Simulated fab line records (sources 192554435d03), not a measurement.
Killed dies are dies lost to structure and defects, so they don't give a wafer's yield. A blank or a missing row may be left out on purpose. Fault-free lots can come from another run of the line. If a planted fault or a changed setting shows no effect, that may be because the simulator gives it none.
3 desks, one fault | flow n5Finfet | only its own numbers are on each desk; what lay behind them is given at the end

== THE DEFECT DESK ==
What the inspections along the route counted, lot by lot: means of the sampled wafers that have a number. The brackets show how far a lot's mean lies from the usual mean; more than 4 standard deviations puts the lot out of limits, marked OUT.
Columns: A = rawDefectCount at N5_STI_FIN_REVEAL_INSPECT_13, usual 11
lot  | first seen here | A
L377 | day 2 14:04     | 13
L383 | day 4 02:13     | 10
L390 | day 6 02:40     | 13
L391 | day 6 05:40     | 10
L392 | day 6 10:52     | 11
L395 | day 7 07:25     | 14
L399 | day 8 02:52     | 12
This desk's verdict: no lot among the 7 shows anything out of limits.

== AT THE METROLOGY DESK ==
Means of the sampled wafers that have a number, per lot and without regard to the tool the lot ran on: this is what the gauges read. The brackets show how far a lot's mean lies from the usual mean; more than 4 standard deviations puts the lot out of limits, marked OUT. Only the readings that lie furthest out on some lot appear, 7 of the 12 it has.
Columns: A = trenchDepthNm at N5_STI_FIN_REVEAL_FIN_H_MEAS_10, usual 51.8 nm; B = IOFF_N at N5_BEOL_M4_RC_MEAS_101, usual 0.16 nA/um; C = IOFF_P at N5_BEOL_M4_RC_MEAS_101, usual 0.22 nA/um; D = ION_N at N5_BEOL_M4_RC_MEAS_101, usual 672 uA/um; E = ION_P at N5_BEOL_M4_RC_MEAS_101, usual 463 uA/um; F = VT_N at N5_BEOL_M4_RC_MEAS_101, usual 250 mV; G = VT_P at N5_BEOL_M4_RC_MEAS_101, usual -250 mV
lot  | first seen here | A    | B    | C    | D   | E   | F   | G
L377 | day 2 13:56     | 51.7 | 0.16 | 0.18 | 673 | 453 | 251 | -254
L383 | day 4 02:06     | 51.1 | 0.14 | 0.19 | 672 | 461 | 252 | -253
L390 | day 6 02:31     | 51.8 | 0.17 | 0.22 | 679 | 465 | 248 | -249
L391 | day 6 05:32     | 52.4 | 0.15 | 0.17 | 670 | 457 | 249 | -254
L392 | day 6 10:41     | 50.6 | 0.21 | 0.26 | 688 | 464 | 245 | -245
L395 | day 7 07:17     | 51.7 | 0.15 | 0.23 | 678 | 469 | 249 | -247
L399 | day 8 02:45     | 52.4 | 0.14 | 0.19 | 678 | 465 | 251 | -252
This desk's verdict: no lot among the 7 shows anything out of limits.

== FOR THE TOOL OWNER'S DESK: aldSin-04 ==
The tool's own readings at N5_DUMMY_GATE_ALD_02 (deposits SiO2, target thk 2 nm, pulse time 1 s): means of the sampled wafers that have a number, for each lot that ran on this tool. The brackets show how far a lot's mean lies from the usual mean; more than 4 standard deviations puts the lot out of limits, marked OUT.
Columns: A = heaterPowerW at N5_DUMMY_GATE_ALD_02, usual 462 W; B = precursorPulseHeightRel at N5_DUMMY_GATE_ALD_02, usual 1.000; C = susceptorTempC at N5_DUMMY_GATE_ALD_02, usual 299.96 C
lot  | first seen here | A   | B     | C
L383 | day 4 02:52     | 458 | 1.004 | 299.97
L390 | day 6 02:56     | 451 | 1.012 | 299.88
L391 | day 6 05:47     | 462 | 1.011 | 299.85
L392 | day 6 11:00     | 453 | 1.014 | 300.00
This desk's verdict: no lot among the 4 shows anything out of limits.

== PUT TOGETHER ==
The defect desk saw nothing out of limits.
From the metrology desk's view, nothing was out of limits.
The tool owner's desk saw nothing out of limits.

== WHAT THE SIMULATOR HAD INSERTED ==
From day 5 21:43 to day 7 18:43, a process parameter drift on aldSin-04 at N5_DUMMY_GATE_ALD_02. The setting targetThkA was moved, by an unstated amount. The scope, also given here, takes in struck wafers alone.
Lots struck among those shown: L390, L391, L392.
